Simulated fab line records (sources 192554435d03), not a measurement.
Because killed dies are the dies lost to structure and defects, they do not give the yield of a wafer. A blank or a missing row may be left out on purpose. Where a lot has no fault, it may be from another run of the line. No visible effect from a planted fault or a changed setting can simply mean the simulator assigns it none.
Chamber matching | flow n5-finfet | N5_BEOL_M6_PECVD_70 on pecvd-04: 3 sister chambers
The step deposits SiO2 from TEOS/O2, target thk 20 nm, time 22.7 s. 24 wafers are shown with their chamber, then 12 later ones without.

## EACH WAFER AND ITS CHAMBER
wafer  | chamber | throttle-valve-pct (%) | showerhead-plenum-p-Torr (Torr) | heater-power-w (W)
L074.1 | 1       | 21.7                   | 8.80                            | 830
L074.3 | 2       | 21.0                   | 8.73                            | 627
L074.4 | 2       | 21.1                   | 8.73                            | 619
L077.1 | 2       | 21.2                   | 8.74                            | 618
L077.4 | 1       | 21.5                   | 8.79                            | 775
L077.5 | 0       | 22.7                   | 8.71                            | 791
L079.1 | 2       | 21.4                   | 8.73                            | 658
L079.3 | 1       | 21.4                   | 8.78                            | 686
L079.4 | 1       | 21.3                   | 8.80                            | 715
L080.2 | 1       | 21.4                   | 8.81                            | 802
L080.5 | 1       | 21.7                   | 8.81                            | 832
L080.6 | 2       | 21.2                   | 8.76                            | 623
L081.1 | 2       | 21.4                   | 8.75                            | 650
L081.3 | 0       | 22.7                   | 8.73                            | 749
L081.4 | 2       | 21.3                   | 8.72                            | 641
L083.1 | 2       | 21.3                   | 8.74                            | 623
L083.4 | 2       | 21.2                   | 8.75                            | 614
L083.5 | 0       | 23.0                   | 8.72                            | 746
L086.1 | 2       | 21.3                   | 8.75                            | 685
L086.3 | 0       | 22.7                   | 8.75                            | 760
L086.5 | 1       | 21.2                   | 8.81                            | 810
L088.1 | 2       | 21.1                   | 8.75                            | 687
L088.2 | 0       | 22.6                   | 8.74                            | 739
L088.5 | 2       | 21.2                   | 8.76                            | 677

SIGNATURES (averages over the wafers above)
reading                  | chamber 0 | chamber 1 | chamber 2 | scatter within a chamber
throttle-valve-pct       | 22.740    | 21.457    | 21.225    | 0.15
showerhead-plenum-p-Torr | 8.7300    | 8.8000    | 8.7425    | 0.0131
heater-power-w           | 757.00    | 778.57    | 643.50    | 37.5
Rule: for each reading, subtract the chamber's mean from the wafer's reading, divide by that reading's scatter and square the result; add these up over the readings and take the root, which gives the wafer's distance from the chamber. If the next closest chamber is less than 2 further off than the closest, the wafer can't be placed; otherwise it belongs to the closest. The scatter is the square root of a quotient: the sum, over the shown wafers, of each reading's squared deviation from its chamber's mean, divided by wafers minus chambers.

## WAFERS MISSING THEIR CHAMBER
wafer  | throttle-valve-pct (%) | showerhead-plenum-p-Torr (Torr) | heater-power-w (W)
L087.1 | 21.5                   | 8.76                            | 698
L087.5 | 21.3                   | 8.75                            | 709
L087.6 | 22.9                   | 8.75                            | 785
L089.1 | 21.5                   | 8.80                            | 786
L089.4 | 22.7                   | 8.72                            | 748
L089.5 | 21.3                   | 8.73                            | 656
L092.2 | 21.5                   | 8.81                            | 772
L092.4 | 21.6                   | 8.82                            | 758
L092.5 | 21.4                   | 8.75                            | 720
L096.2 | 21.3                   | 8.81                            | 706
L096.4 | 21.6                   | 8.76                            | 667
L096.5 | 22.6                   | 8.73                            | 704

## EACH ONE'S CHAMBER
wafer  | from the rows above     | in truth
L087.1 | can't be placed: 2 or 1 | 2
L087.5 | 2                       | 2
L087.6 | 0                       | 0
L089.1 | 1                       | 1
L089.4 | 0                       | 0
L089.5 | 2                       | 2
L092.2 | 1                       | 1
L092.4 | 1                       | 1
L092.5 | can't be placed: 2 or 1 | 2
L096.2 | 1                       | 1
L096.4 | can't be placed: 2 or 1 | 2
L096.5 | 0                       | 0
Correctly placed: 9 of 12. These rows do not allow placing 3 (true chamber among the candidates in 3). Number placed wrongly: 0.
